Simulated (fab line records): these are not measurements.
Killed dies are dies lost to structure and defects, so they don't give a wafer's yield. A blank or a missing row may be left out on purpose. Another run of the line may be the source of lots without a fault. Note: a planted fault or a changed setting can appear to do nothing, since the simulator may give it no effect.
A struck lot beside a sound one :: flow nand_harc :: 15 steps out of a route of 1302
Sound: the wafers L412.3, L412.5, L412.6. Struck: wafer L422.5 (left out: L422.1, L422.3 of the same lot, which were not struck); the cause appears at the end.
Per side, at each step with rows, come the tool, then ch with its chambers, and then its first start. Under that, the readings that differ: sound wafers :: struck wafers :: difference of the means :: sigmas: that difference in standard deviations of wafers without a fault.
alike: a reading whose means differ by less than 2 such deviations, as well as words and numbers matching on both sides. not compared: withheld readings; readings where some wafer has no value; bounds like >300 that might hide an equal value; numbers whose values overlap and for which the record gives no deviation.
Wherever a step has rows on one side only, a row that says differs or no value, or a row with sigmas, the two part there. When numbers do not overlap yet have no deviation, they are printed without sigmas and do not part them. A reading missing from all wafers of one side parts the sides only when that side holds two or more wafers.

NHARC_A_CHANNEL_HOLE_D2_STRIP_28: strips in O2.
  sound: rie_diel-01 ch 0,1,3; struck: rie_diel-07 ch 0
reading: oes_product_au (a.u.)
sound: 0.994 1.011 1.001
struck: 0.985
difference: -0.017
sigmas: -2
  alike: chamber_pressure_mTorr, drypump_motor_current_A, rf_vpp_V, showerhead_plenum_p_Torr, throttle_valve_pct
  not compared: rf_hours_counter_h
then, 2 steps without rows for these wafers: NHARC_A_CHANNEL_HOLE_D2_PRECLEAN_29 (cleans in SC1); NHARC_A_CHANNEL_HOLE_D2_SRD_30.
NHARC_A_CHANNEL_HOLE_D2_CD_MEAS_31:
  sound: cd_sem-02 at day 14 06:14; struck: cd_sem-01 at day 18 03:53
  alike: cd_nm
NHARC_A_CHANNEL_HOLE_D2_XSEM_32:
  sound on xsem-01 ch 0, day 14 06:19; struck on xsem-01 ch 0, day 18 03:58
  alike: bot_cd_nm, bow_nm, tilt_deg
NHARC_A_CHANNEL_HOLE_D2_INSPECT_40:
  sound: defect_inspect-02 at day 14 06:25; struck: defect_inspect-02 at day 18 04:04
  alike: raw_defect_count
then, 3 steps without rows for these wafers: NHARC_A_CHANNEL_FILL_D2_PRECLEAN_00 (cleans in SC1); NHARC_A_CHANNEL_FILL_D2_SRD_01; NHARC_A_CHANNEL_FILL_D2_ALD_02 (deposits SiO2, target thk 6 nm, pulse time 10 s, ald cycles 60).
NHARC_A_CHANNEL_FILL_D2_ALD_03: deposits SiNx, target thk 6 nm, pulse time 60 s, ald cycles 58.
  sound: ald_sin_batch-03 ch 0; struck: ald_sin_batch-03 ch 0
  alike: precursor_pulse_height_rel
  not compared: ald_cycles
NHARC_A_CHANNEL_FILL_D2_ALD_14: deposits SiO2, target thk 2.5 nm, pulse time 10 s, ald cycles 25.
  sound on ald_hk-01 ch 1,2, day 14 13:40; struck on ald_hk-02 ch 3, day 18 11:43
  alike: heater_power_w, precursor_pulse_height_rel
  not compared: ald_cycles
NHARC_A_CHANNEL_FILL_D2_ALD_15: deposits SiNx, target thk 2 nm, pulse time 60 s, ald cycles 19.
  sound: ald_sin_batch-02 ch 0; struck: ald_sin_batch-02 ch 0
  alike: precursor_pulse_height_rel
  not compared: ald_cycles
NHARC_A_CHANNEL_FILL_D2_ALD_16: deposits SiO2, target thk 1.5 nm, pulse time 10 s, ald cycles 15.
  sound on ald_hk-04 ch 0,2,3, day 14 18:56; struck on ald_hk-01 ch 3, day 18 16:52
reading: ald_cycles
sound: 15 15 15
struck: 17
difference: +2
sigmas: 
  alike: heater_power_w, precursor_pulse_height_rel
then, 1 step without rows for these wafers: NHARC_A_CHANNEL_FILL_D2_ANNEAL_17 (time 1800 s).
-- the record jumps here: 10 days lie between the struck wafers' starts before and after (it left off in module A_CHANNEL_FILL_D2 and takes up again in module END, whose first step shown is number 1302 of the route) --
NHARC_END_SORT_01:
  sound on prober-02 ch 0, day 24 23:33; struck on prober-01 ch 0, day 28 12:20
reading: killed_open
sound: 1 2 4
struck: 9
difference: +7
sigmas: +4
  alike: killed_at_array, killed_at_other, killed_at_periphery, killed_dies, killed_short

== WHERE THEY PART ==
At NHARC_A_CHANNEL_HOLE_D2_STRIP_28 first; at NHARC_END_SORT_01 last (within this record only).

WHY: what the simulator had put in
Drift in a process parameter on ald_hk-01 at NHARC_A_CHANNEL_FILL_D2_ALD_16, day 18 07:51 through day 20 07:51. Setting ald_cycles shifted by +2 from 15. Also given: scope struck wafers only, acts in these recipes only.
